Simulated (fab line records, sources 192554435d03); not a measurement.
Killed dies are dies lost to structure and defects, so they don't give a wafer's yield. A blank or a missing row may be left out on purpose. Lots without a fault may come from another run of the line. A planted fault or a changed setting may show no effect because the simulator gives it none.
Which tool did it? | flow n5_finfet | 24 lots, 72 wafers sampled, at 6 steps of a route of 1938

WHAT THE GAUGES READ, wafer by wafer
The record holds no reading of a measuring or inspecting step that can be judged against a usual standard deviation.

WHICH TOOL RAN EACH LOT (tool, then ch and the chambers of the sampled wafers, then the start)
lot  | N5_BEOL_M3_SPUTTER_90        | N5_BEOL_M3_SPUTTER_94        | N5_BEOL_M3_PRE_CLEAN_60          | N5_BEOL_M4_ILD_DEP_00           | N5_BEOL_M4_HM_OPEN_17             | N5_BEOL_M4_STRIP_19
L074 | pvd_sputter-01, day 7 04:13  | pvd_sputter-01, day 7 04:39  | cvd_co-02 ch 0,2, day 7 05:42    | pecvd-04 ch 0,2, day 7 05:59    | rie_metal-03 ch 0,1, day 7 08:02  | rie_diel-04 ch 0,2, day 7 08:09
L075 | pvd_sputter-02, day 7 09:11  | pvd_sputter-02, day 7 09:41  | cvd_co-02 ch 0,1,2, day 7 10:46  | pecvd-03 ch 1,2, day 7 11:02    | rie_metal-01 ch 0,1, day 7 13:31  | rie_diel-04 ch 0,1,3, day 7 13:44
L076 | pvd_sputter-02, day 8 08:16  | pvd_sputter-02, day 8 08:42  | cvd_co-01 ch 0,1, day 8 09:47    | pecvd-03 ch 0,2, day 8 10:04    | rie_metal-03 ch 0,1, day 8 11:19  | rie_diel-02 ch 1,2,3, day 8 11:25
L079 | pvd_sputter-01, day 8 19:25  | pvd_sputter-01, day 8 19:51  | cvd_co-02 ch 0,1,2, day 8 20:53  | pecvd-03 ch 1,2, day 8 21:11    | rie_metal-02 ch 0,1, day 8 23:59  | rie_diel-04 ch 0,2,3, day 9 00:07
L077 | pvd_sputter-02, day 8 19:37  | pvd_sputter-02, day 8 20:03  | cvd_co-01 ch 0,1, day 8 21:10    | pecvd-03 ch 1,2, day 8 21:28    | rie_metal-03 ch 0,1, day 9 00:13  | rie_diel-04 ch 0,2, day 9 00:25
L080 | pvd_sputter-01, day 8 21:15  | pvd_sputter-01, day 8 21:41  | cvd_co-02 ch 0,1,2, day 8 22:45  | pecvd-03 ch 1,2, day 8 23:03    | rie_metal-02 ch 0,1, day 9 01:15  | rie_diel-03 ch 0,1,2, day 9 01:20
L078 | pvd_sputter-02, day 9 00:04  | pvd_sputter-02, day 9 00:31  | cvd_co-02 ch 0,1,2, day 9 01:34  | pecvd-03 ch 1,2, day 9 01:53    | rie_metal-03 ch 0,1, day 9 06:47  | rie_diel-02 ch 0,2, day 9 06:54
L081 | pvd_sputter-03, day 9 02:19  | pvd_sputter-03, day 9 02:46  | cvd_co-01 ch 0,1,2, day 9 15:10  | pecvd-01 ch 0,1,2, day 9 15:29  | rie_metal-03 ch 0,1, day 9 18:02  | rie_diel-02 ch 0,1,2, day 9 18:10
L082 | pvd_sputter-02, day 9 04:57  | pvd_sputter-02, day 9 05:23  | cvd_co-01 ch 0,2, day 9 06:26    | pecvd-03 ch 1,2, day 9 06:45    | rie_metal-01 ch 1, day 9 08:17    | rie_diel-02 ch 0,2, day 9 08:24
L083 | pvd_sputter-01, day 9 08:59  | pvd_sputter-01, day 9 09:25  | cvd_co-01 ch 0,1,2, day 9 10:32  | pecvd-01 ch 1,2, day 9 10:49    | rie_metal-03 ch 0,1, day 9 13:27  | rie_diel-03 ch 0,1, day 9 13:34
L084 | pvd_sputter-02, day 10 09:35 | pvd_sputter-02, day 10 10:01 | cvd_co-01 ch 0,2, day 10 11:25   | pecvd-01 ch 0,2, day 10 11:41   | rie_metal-01 ch 1, day 10 14:29   | rie_diel-02 ch 0,1,2, day 10 14:45
L085 | pvd_sputter-02, day 10 12:48 | pvd_sputter-02, day 10 13:14 | cvd_co-01 ch 0,1,2, day 10 14:35 | pecvd-04 ch 0,1, day 10 14:55   | rie_metal-02 ch 0,1, day 10 19:37 | rie_diel-04 ch 0,1,2, day 10 19:43
L086 | pvd_sputter-01, day 10 18:53 | pvd_sputter-01, day 10 19:22 | cvd_co-01 ch 0,1,2, day 10 20:31 | pecvd-01 ch 1,2, day 10 20:49   | rie_metal-01 ch 1, day 10 22:04   | rie_diel-03 ch 1,2, day 10 22:22
L087 | pvd_sputter-03, day 11 01:10 | pvd_sputter-03, day 11 01:36 | cvd_co-02 ch 0,1,2, day 11 02:38 | pecvd-04 ch 0,1,2, day 11 02:56 | rie_metal-02 ch 0, day 11 05:21   | rie_diel-02 ch 0,3, day 11 05:34
L088 | pvd_sputter-01, day 11 11:00 | pvd_sputter-01, day 11 11:26 | cvd_co-02 ch 0,1,2, day 11 12:29 | pecvd-03 ch 1,2, day 11 12:46   | rie_metal-02 ch 0,1, day 11 14:20 | rie_diel-02 ch 0,3, day 11 14:26
L089 | pvd_sputter-03, day 11 20:55 | pvd_sputter-03, day 11 21:21 | cvd_co-01 ch 0,1,2, day 11 22:24 | pecvd-03 ch 0,1,2, day 11 22:41 | rie_metal-01 ch 0,1, day 11 23:48 | rie_diel-02 ch 0,1,3, day 11 23:55
L091 | pvd_sputter-01, day 11 23:13 | pvd_sputter-01, day 11 23:40 | cvd_co-01 ch 0,1,2, day 12 00:46 | pecvd-03 ch 0,1, day 12 01:04   | rie_metal-02 ch 0,1, day 12 02:50 | rie_diel-02 ch 0,1,3, day 12 02:56
L090 | pvd_sputter-03, day 12 00:30 | pvd_sputter-03, day 12 00:56 | cvd_co-02 ch 0,2, day 12 01:59   | pecvd-03 ch 0,1, day 12 02:17   | rie_metal-03 ch 0,1, day 12 03:13 | rie_diel-03 ch 2,3, day 12 03:19
L092 | pvd_sputter-02, day 12 00:50 | pvd_sputter-02, day 12 01:17 | cvd_co-01 ch 0,1, day 12 02:20   | pecvd-03 ch 0,1,2, day 12 02:37 | rie_metal-03 ch 0,1, day 12 03:46 | rie_diel-04 ch 0,1,2, day 12 03:53
L093 | pvd_sputter-02, day 12 03:52 | pvd_sputter-02, day 12 04:19 | cvd_co-02 ch 0,1, day 12 05:21   | pecvd-04 ch 0,1, day 12 05:38   | rie_metal-02 ch 0,1, day 12 07:53 | rie_diel-03 ch 0,2,3, day 12 08:00
L094 | pvd_sputter-01, day 12 14:43 | pvd_sputter-01, day 12 15:09 | cvd_co-01 ch 0,1,2, day 12 16:12 | pecvd-04 ch 0,1, day 12 16:31   | rie_metal-01 ch 0,1, day 12 18:06 | rie_diel-03 ch 0,2, day 12 18:14
L095 | pvd_sputter-03, day 12 17:59 | pvd_sputter-03, day 12 18:25 | cvd_co-02 ch 0,1, day 12 19:28   | pecvd-01 ch 0,1, day 12 19:45   | rie_metal-02 ch 0, day 12 22:20   | rie_diel-03 ch 0,2,3, day 12 22:32
L097 | pvd_sputter-01, day 13 13:27 | pvd_sputter-01, day 13 13:53 | cvd_co-01 ch 0,2, day 13 15:10   | pecvd-01 ch 0,1,2, day 13 15:29 | rie_metal-02 ch 0, day 13 18:04   | rie_diel-04 ch 0,3, day 13 18:16
L096 | pvd_sputter-01, day 13 15:20 | pvd_sputter-01, day 13 15:46 | cvd_co-01 ch 0,1, day 13 16:49   | pecvd-03 ch 1,2, day 13 17:13   | rie_metal-01 ch 0,1, day 13 18:55 | rie_diel-04 ch 0,2,3, day 13 19:01
- N5_BEOL_M3_SPUTTER_90: material Cu, target thk 4.5 nm, time 8.29 s.
- N5_BEOL_M3_SPUTTER_94: material Cu, target thk 4.5 nm, time 8.29 s.
- N5_BEOL_M3_PRE_CLEAN_60: time 15 s.
- N5_BEOL_M4_ILD_DEP_00: deposits SiOC from DEMS/O2, target thk 79 nm, time 15.3 s.
- N5_BEOL_M4_HM_OPEN_17: chemistry Cl2/BCl3, target TiN, target depth 20 nm, overetch 6 nm.
- N5_BEOL_M4_STRIP_19: strips in O2.

WHAT THE TOOLS THEMSELVES READ (means of the sampled wafers that have a number; where no wafer has one, the mark that the record gives instead)
N5_BEOL_M3_SPUTTER_90. Usual: throttle_valve_pct 30.0 %, standard deviation 1.2.
lot  | tool           | throttle_valve_pct (%) | flag
L074 | pvd_sputter-01 | 30.3                   |
L075 | pvd_sputter-02 | 29.8                   |
L076 | pvd_sputter-02 | 31.3                   |
L079 | pvd_sputter-01 | 30.2                   |
L077 | pvd_sputter-02 | 30.1                   |
L080 | pvd_sputter-01 | 30.3                   |
L078 | pvd_sputter-02 | 30.7                   |
L081 | pvd_sputter-03 | 29.5                   |
L082 | pvd_sputter-02 | 30.9                   |
L083 | pvd_sputter-01 | 30.0                   |
L084 | pvd_sputter-02 | 29.9                   |
L085 | pvd_sputter-02 | 30.5                   |
L086 | pvd_sputter-01 | 30.0                   |
L087 | pvd_sputter-03 | 29.1                   |
L088 | pvd_sputter-01 | 30.1                   |
L089 | pvd_sputter-03 | 28.8                   |
L091 | pvd_sputter-01 | 30.7                   |
L090 | pvd_sputter-03 | 28.9                   |
L092 | pvd_sputter-02 | 30.4                   |
L093 | pvd_sputter-02 | 29.9                   |
L094 | pvd_sputter-01 | 29.5                   |
L095 | pvd_sputter-03 | 29.5                   |
L097 | pvd_sputter-01 | 30.6                   |
L096 | pvd_sputter-01 | 30.1                   |

N5_BEOL_M3_SPUTTER_94. Usual: throttle_valve_pct 30.0 %, standard deviation 1.2.
lot  | tool           | throttle_valve_pct (%) | flag
L074 | pvd_sputter-01 | 30.2                   |
L075 | pvd_sputter-02 | 29.9                   |
L076 | pvd_sputter-02 | 31.5                   |
L079 | pvd_sputter-01 | 30.0                   |
L077 | pvd_sputter-02 | 30.0                   |
L080 | pvd_sputter-01 | 30.2                   |
L078 | pvd_sputter-02 | 30.7                   |
L081 | pvd_sputter-03 | 29.6                   |
L082 | pvd_sputter-02 | 30.8                   |
L083 | pvd_sputter-01 | 30.0                   |
L084 | pvd_sputter-02 | 29.9                   |
L085 | pvd_sputter-02 | 30.8                   |
L086 | pvd_sputter-01 | 29.8                   |
L087 | pvd_sputter-03 | 29.2                   |
L088 | pvd_sputter-01 | 29.9                   |
L089 | pvd_sputter-03 | 29.0                   |
L091 | pvd_sputter-01 | 30.7                   |
L090 | pvd_sputter-03 | 28.8                   |
L092 | pvd_sputter-02 | 30.5                   |
L093 | pvd_sputter-02 | 29.8                   |
L094 | pvd_sputter-01 | 29.6                   |
L095 | pvd_sputter-03 | 29.5                   |
L097 | pvd_sputter-01 | 30.7                   |
L096 | pvd_sputter-01 | 30.3                   |

N5_BEOL_M3_PRE_CLEAN_60. Usual: heater_power_w 85 W, standard deviation 8.1; rf_fwd_power_W 297.6 W, standard deviation 1.1.
lot  | tool      | heater_power_w (W) | rf_fwd_power_W (W) | flag
L074 | cvd_co-02 | 82                 | 296.7              |
L075 | cvd_co-02 | 79                 | 298.3              |
L076 | cvd_co-01 | 88                 | 298.1              |
L079 | cvd_co-02 | 80                 | 296.8              |
L077 | cvd_co-01 | 88                 | 297.9              |
L080 | cvd_co-02 | 79                 | 297.4              |
L078 | cvd_co-02 | 80                 | 297.5              |
L081 | cvd_co-01 | 88                 | 297.7              |
L082 | cvd_co-01 | 84                 | 296.7              |
L083 | cvd_co-01 | 86                 | 297.2              |
L084 | cvd_co-01 | 86                 | 297.9              |
L085 | cvd_co-01 | 85                 | 297.4              |
L086 | cvd_co-01 | 88                 | 297.4              |
L087 | cvd_co-02 | 82                 | 297.3              |
L088 | cvd_co-02 | 81                 | 298.3              |
L089 | cvd_co-01 | 88                 | 298.0              |
L091 | cvd_co-01 | 88                 | 297.8              |
L090 | cvd_co-02 | 89                 | 297.4              |
L092 | cvd_co-01 | 89                 | 297.7              |
L093 | cvd_co-02 | 74                 | 297.3              |
L094 | cvd_co-01 | 88                 | 297.6              |
L095 | cvd_co-02 | 77                 | 297.6              |
L097 | cvd_co-01 | 92                 | 296.8              |
L096 | cvd_co-01 | 89                 | 297.8              |

N5_BEOL_M4_ILD_DEP_00. Usual: heater_power_w 473 W, standard deviation 68; rf_fwd_power_W 495.1 W, standard deviation 2.3; showerhead_plenum_p_Torr 5.700 Torr, standard deviation 0.017; showerhead_vpp_V 1363 V, standard deviation 52; throttle_valve_pct 11.8 %, standard deviation 0.63.
lot  | tool     | heater_power_w (W) | rf_fwd_power_W (W) | showerhead_plenum_p_Torr (Torr) | showerhead_vpp_V (V) | throttle_valve_pct (%) | flag
L074 | pecvd-04 | 470                | 491.8              | 5.689                           | 1427                 | 12.2                   |
L075 | pecvd-03 | 417                | 497.6              | 5.704                           | 1345                 | 12.2                   |
L076 | pecvd-03 | 425                | 494.2              | 5.697                           | 1311                 | 11.8                   |
L079 | pecvd-03 | 436                | 496.8              | 5.694                           | 1342                 | 12.5                   |
L077 | pecvd-03 | 431                | 497.1              | 5.708                           | 1333                 | 12.2                   |
L080 | pecvd-03 | 419                | 496.2              | 5.706                           | 1335                 | 12.4                   |
L078 | pecvd-03 | 403                | 496.4              | 5.699                           | 1335                 | 12.5                   |
L081 | pecvd-01 | 536                | 493.7              | 5.715                           | 1415                 | 11.3                   |
L082 | pecvd-03 | 451                | 495.5              | 5.693                           | 1347                 | 12.5                   |
L083 | pecvd-01 | 533                | 494.8              | 5.703                           | 1361                 | 11.3                   |
L084 | pecvd-01 | 487                | 493.0              | 5.709                           | 1450                 | 11.3                   |
L085 | pecvd-04 | 503                | 494.2              | 5.696                           | 1361                 | 11.4                   |
L086 | pecvd-01 | 534                | 491.0              | 5.723                           | 1391                 | 11.1                   |
L087 | pecvd-04 | 525                | 493.3              | 5.694                           | 1401                 | 11.4                   |
L088 | pecvd-03 | 425                | 496.6              | 5.700                           | 1341                 | 12.3                   |
L089 | pecvd-03 | 439                | 496.9              | 5.701                           | 1325                 | 12.2                   |
L091 | pecvd-03 | 428                | 496.9              | 5.690                           | 1329                 | 12.3                   |
L090 | pecvd-03 | 448                | 497.0              | 5.679                           | 1342                 | 12.2                   |
L092 | pecvd-03 | 423                | 496.1              | 5.703                           | 1335                 | 12.1                   |
L093 | pecvd-04 | 548                | 493.6              | 5.686                           | 1396                 | 11.5                   |
L094 | pecvd-04 | 446                | 494.7              | 5.693                           | 1367                 | 11.6                   |
L095 | pecvd-01 | 540                | 495.7              | 5.712                           | 1419                 | 11.9                   |
L097 | pecvd-01 | 560                | 494.1              | 5.707                           | 1414                 | 11.5                   |
L096 | pecvd-03 | 434                | 496.6              | 5.707                           | 1336                 | 12.4                   |

N5_BEOL_M4_HM_OPEN_17. Usual: drypump_motor_current_A 5.8 A, standard deviation 0.42; oes_product_au 0.63 a.u., standard deviation 0.088; rf_fwd_power_W 990 W, standard deviation 3.5; throttle_valve_pct 22.21 %, standard deviation 0.25.
lot  | tool         | drypump_motor_current_A (A) | oes_product_au (a.u.) | rf_fwd_power_W (W) | throttle_valve_pct (%) | flag
L074 | rie_metal-03 | 5.6                         | 0.60                  | 993                | 22.41                  |
L075 | rie_metal-01 | 5.5                         | 0.55                  | 988                | 22.20                  |
L076 | rie_metal-03 | 5.5                         | 0.62                  | 994                | 22.55                  |
L079 | rie_metal-02 | 6.3                         | 0.68                  | 991                | 22.14                  |
L077 | rie_metal-03 | 5.5                         | 0.64                  | 989                | 22.53                  |
L080 | rie_metal-02 | 6.4                         | 0.62                  | 995                | 22.01                  |
L078 | rie_metal-03 | 5.5                         | 0.62                  | 993                | 22.52                  |
L081 | rie_metal-03 | 5.5                         | 0.62                  | 993                | 22.56                  |
L082 | rie_metal-01 | 5.4                         | 0.59                  | 982                | 22.01                  |
L083 | rie_metal-03 | 5.5                         | 0.61                  | 993                | 22.56                  |
L084 | rie_metal-01 | 5.4                         | 0.59                  | 987                | 21.99                  |
L085 | rie_metal-02 | 6.4                         | 0.61                  | 991                | 22.02                  |
L086 | rie_metal-01 | 5.4                         | 0.59                  | 986                | 22.00                  |
L087 | rie_metal-02 | 6.3                         | 0.74                  | 992                | 22.23                  |
L088 | rie_metal-02 | 6.4                         | 0.60                  | 993                | 22.04                  |
L089 | rie_metal-01 | 5.5                         | 0.74                  | 988                | 21.92                  |
L091 | rie_metal-02 | 6.4                         | 0.60                  | 989                | 22.03                  |
L090 | rie_metal-03 | 5.5                         | 0.62                  | 989                | 22.55                  |
L092 | rie_metal-03 | 5.5                         | 0.61                  | 993                | 22.56                  |
L093 | rie_metal-02 | 6.4                         | 0.66                  | 990                | 22.16                  |
L094 | rie_metal-01 | 5.5                         | 0.73                  | 989                | 21.93                  |
L095 | rie_metal-02 | 6.4                         | 0.73                  | 991                | 22.24                  |
L097 | rie_metal-02 | 6.3                         | 0.72                  | 991                | 22.23                  |
L096 | rie_metal-01 | 5.5                         | 0.71                  | 989                | 21.96                  |

N5_BEOL_M4_STRIP_19. Usual: drypump_motor_current_A 5.8 A, standard deviation 0.49; oes_product_au 0.77 a.u., standard deviation 0.088; rf_vpp_V 3.6 V, standard deviation 0.42; showerhead_plenum_p_Torr 2.11 Torr, standard deviation 0.075; throttle_valve_pct 16.65 %, standard deviation 0.17.
lot  | tool        | drypump_motor_current_A (A) | oes_product_au (a.u.) | rf_vpp_V (V) | showerhead_plenum_p_Torr (Torr) | throttle_valve_pct (%) | flag
L074 | rie_diel-04 | 6.0                         | 0.70                  | 3.7          | 1.98                            | 16.90                  |
L075 | rie_diel-04 | 6.5                         | 0.76                  | 3.5          | 2.06                            | 16.81                  |
L076 | rie_diel-02 | 5.7                         | 0.71                  | 3.8          | 2.14                            | 16.78                  |
L079 | rie_diel-04 | 6.2                         | 0.85                  | 3.5          | 2.12                            | 16.71                  |
L077 | rie_diel-04 | 6.0                         | 0.79                  | 3.6          | 2.06                            | 16.76                  |
L080 | rie_diel-03 | 5.5                         | 0.78                  | 4.0          | 2.10                            | 16.48                  |
L078 | rie_diel-02 | 5.3                         | 0.71                  | 3.5          | 2.06                            | 16.81                  |
L081 | rie_diel-02 | 5.6                         | 0.70                  | 4.1          | 2.11                            | 16.79                  |
L082 | rie_diel-02 | 5.2                         | 0.70                  | 3.8          | 2.12                            | 16.96                  |
L083 | rie_diel-03 | 5.5                         | 0.75                  | 4.0          | 2.09                            | 16.50                  |
L084 | rie_diel-02 | 5.6                         | 0.69                  | 3.5          | 2.10                            | 16.81                  |
L085 | rie_diel-04 | 6.2                         | 0.85                  | 4.0          | 2.09                            | 16.62                  |
L086 | rie_diel-03 | 5.3                         | 0.80                  | 3.5          | 2.11                            | 16.48                  |
L087 | rie_diel-02 | 5.5                         | 0.71                  | 3.7          | 2.05                            | 16.70                  |
L088 | rie_diel-02 | 5.5                         | 0.71                  | 3.7          | 2.05                            | 16.71                  |
L089 | rie_diel-02 | 5.7                         | 0.70                  | 3.7          | 2.07                            | 16.70                  |
L091 | rie_diel-02 | 5.7                         | 0.69                  | 3.3          | 2.07                            | 16.70                  |
L090 | rie_diel-03 | 5.5                         | 0.80                  | 4.1          | 2.14                            | 16.53                  |
L092 | rie_diel-04 | 6.2                         | 0.93                  | 3.8          | 2.17                            | 16.48                  |
L093 | rie_diel-03 | 5.6                         | 0.79                  | 3.7          | 2.13                            | 16.52                  |
L094 | rie_diel-03 | 5.5                         | 0.74                  | 3.8          | 2.08                            | 16.53                  |
L095 | rie_diel-03 | 5.6                         | 0.78                  | 3.6          | 2.13                            | 16.54                  |
L097 | rie_diel-04 | 6.6                         | 0.85                  | 3.5          | 2.19                            | 16.71                  |
L096 | rie_diel-04 | 6.2                         | 0.88                  | 3.1          | 2.19                            | 16.61                  |

THE ANSWER, worked out from the rows above alone
Rule: a lot is off if the mean of its wafers that have a number lies more than 3 standard deviations from the usual mean. A lot without any number at a reading at which 4 lots or more have one is off too. The other lots that the step has rows for count as sound. The gauges are gone through in route order, then the tools' own readings, and for those a lot's mean is taken as printed above. The first step at which some lot is off is used, and at that step the reading that is off furthest; a lot without a number counts as furthest.
No lot is off at any reading shown: from this, nothing can be told.

WHAT THE SIMULATOR HAD PUT IN
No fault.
